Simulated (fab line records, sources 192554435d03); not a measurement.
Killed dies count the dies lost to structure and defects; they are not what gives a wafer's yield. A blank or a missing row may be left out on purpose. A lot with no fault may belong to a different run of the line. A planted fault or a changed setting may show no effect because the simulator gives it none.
Which tool was responsible? ; flow n5Finfet ; 30 wafers from 10 lots sampled at 2 of the route's 1938 steps

## WHAT THE GAUGES READ, wafer by wafer
N5_PASSIVATION_CD_MEAS_10: target cd 3000 nm.
lot;measured;on;cdNm (nm)
L825;day 12 00:33;cdSem-03;3000.3 3000.4 2999.5
L826;day 12 13:14;cdSem-02;3001.9 3001.0 3000.5
L829;day 12 18:36;cdSem-01;3000.4 2999.4 2999.8
L833;day 13 12:16;cdSem-03;3003.1 3001.7 3001.8
L837;day 15 00:08;cdSem-03;3000.1 2999.0 2999.7
L838;day 15 18:48;cdSem-02;3001.9 3000.5 3000.8
L845;day 17 09:52;cdSem-03;3000.9 2999.8 2999.5
L846;day 17 09:41;cdSem-01;2999.9 2999.6 2999.2
L847;day 17 19:30;cdSem-01;2999.9 3002.0 3001.3
L848;day 18 01:12;cdSem-02;3001.4 2999.6 2999.1

## WHAT TOOL EACH LOT RAN ON (gives the tool, then ch and the chambers of the sampled wafers, and finally the start)
lot;N5_BEOL_M7_PRE_CLEAN_45
L825;pvdSputter-03, day 9 01:01
L826;pvdSputter-01, day 9 21:23
L829;pvdSputter-03, day 10 02:14
L833;pvdSputter-01, day 11 03:53
L837;pvdSputter-03, day 12 07:44
L838;pvdSputter-02, day 12 21:35
L845;pvdSputter-02, day 14 14:43
L846;pvdSputter-02, day 14 19:31
L847;pvdSputter-02, day 15 00:14
L848;pvdSputter-03, day 15 07:24
- N5_BEOL_M7_PRE_CLEAN_45: time 30 s.

## THE ANSWER, worked out from the rows above alone
Rule: the lots themselves supply what counts as usual. The widest of any qualifying gaps counts: lots, ordered by their means at a reading, are off when they make up no more than a third of the lots, leave a main group of 4 or more, and stand apart from it by 3 or more times the standard deviation of that group's means. Not used: any main group whose means are identical at the precision the tables above print for the reading. A lot without any number at a reading at which 4 lots or more have one is off too. Any other lot the step has rows for is counted as sound.
Across all readings shown, no lot is off: no conclusion can be drawn from this.

## WHAT HAD BEEN PUT IN BY THE SIMULATOR
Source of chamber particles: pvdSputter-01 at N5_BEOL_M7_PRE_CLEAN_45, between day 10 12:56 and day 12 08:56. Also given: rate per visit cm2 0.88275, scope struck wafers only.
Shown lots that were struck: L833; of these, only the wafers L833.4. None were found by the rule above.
